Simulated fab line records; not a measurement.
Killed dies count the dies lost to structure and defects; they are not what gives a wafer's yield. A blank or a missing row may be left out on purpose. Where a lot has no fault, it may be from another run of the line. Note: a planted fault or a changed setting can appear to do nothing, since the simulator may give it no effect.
Matching of chambers / flow nand_harc / NHARC_A_SLIT_DEP_23 on pecvd-01 has 3 sister chambers
The step deposits SiON, target thk 100 nm. 22 wafers are shown with their chamber, then 11 later ones without.

== EACH WAFER AND ITS CHAMBER ==
wafer=L081.2; chamber=1; heater_power_w (W)=650
wafer=L081.3; chamber=2; heater_power_w (W)=841
wafer=L081.6; chamber=1; heater_power_w (W)=649
wafer=L082.1; chamber=1; heater_power_w (W)=739
wafer=L082.3; chamber=0; heater_power_w (W)=756
wafer=L082.5; chamber=1; heater_power_w (W)=777
wafer=L083.1; chamber=1; heater_power_w (W)=693
wafer=L083.2; chamber=0; heater_power_w (W)=688
wafer=L083.6; chamber=0; heater_power_w (W)=738
wafer=L083.3; chamber=2; heater_power_w (W)=772
wafer=L083.4; chamber=2; heater_power_w (W)=761
wafer=L083.5; chamber=1; heater_power_w (W)=724
wafer=L087.2; chamber=1; heater_power_w (W)=715
wafer=L087.3; chamber=0; heater_power_w (W)=735
wafer=L087.4; chamber=2; heater_power_w (W)=731
wafer=L087.1; chamber=2; heater_power_w (W)=710
wafer=L087.5; chamber=0; heater_power_w (W)=761
wafer=L087.6; chamber=1; heater_power_w (W)=704
wafer=L090.1; chamber=0; heater_power_w (W)=675
wafer=L090.2; chamber=2; heater_power_w (W)=800
wafer=L090.5; chamber=1; heater_power_w (W)=637
wafer=L092.1; chamber=0; heater_power_w (W)=747

SIGNATURES (averages over the wafers above)
reading=heater_power_w; chamber 0=728.57; chamber 1=698.67; chamber 2=769.17; scatter within a chamber=43.1
Rule: a wafer lies at a distance from a chamber equal to the root of the sum of squares, over the readings, of (its reading less the chamber's mean, divided by the reading's scatter). If the next closest chamber is less than 2 further off than the closest, the wafer can't be placed; otherwise it belongs to the closest. The scatter is the square root of a quotient: the sum, over the shown wafers, of each reading's squared deviation from its chamber's mean, divided by wafers minus chambers.

== WAFERS WHOSE CHAMBER IS MISSING ==
wafer=L092.2; heater_power_w (W)=776
wafer=L092.3; heater_power_w (W)=767
wafer=L093.1; heater_power_w (W)=685
wafer=L093.4; heater_power_w (W)=774
wafer=L093.6; heater_power_w (W)=734
wafer=L094.3; heater_power_w (W)=736
wafer=L094.4; heater_power_w (W)=758
wafer=L094.5; heater_power_w (W)=746
wafer=L097.4; heater_power_w (W)=761
wafer=L097.5; heater_power_w (W)=730
wafer=L097.6; heater_power_w (W)=821

== CHAMBER TAKEN BY EACH ==
wafer=L092.2; from the rows above=can't be placed: 2 or 0 or 1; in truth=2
wafer=L092.3; from the rows above=can't be placed: 2 or 0 or 1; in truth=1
wafer=L093.1; from the rows above=can't be placed: 1 or 0 or 2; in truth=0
wafer=L093.4; from the rows above=can't be placed: 2 or 0 or 1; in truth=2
wafer=L093.6; from the rows above=can't be placed: 0 or 2 or 1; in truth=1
wafer=L094.3; from the rows above=can't be placed: 0 or 2 or 1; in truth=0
wafer=L094.4; from the rows above=can't be placed: 2 or 0 or 1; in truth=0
wafer=L094.5; from the rows above=can't be placed: 0 or 2 or 1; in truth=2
wafer=L097.4; from the rows above=can't be placed: 2 or 0 or 1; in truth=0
wafer=L097.5; from the rows above=can't be placed: 0 or 1 or 2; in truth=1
wafer=L097.6; from the rows above=can't be placed: 2 or 0 or 1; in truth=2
0 of 11 placed correctly. Not placeable from these rows: 11 (in 11, the candidates include the true chamber). Wrongly placed: 0.
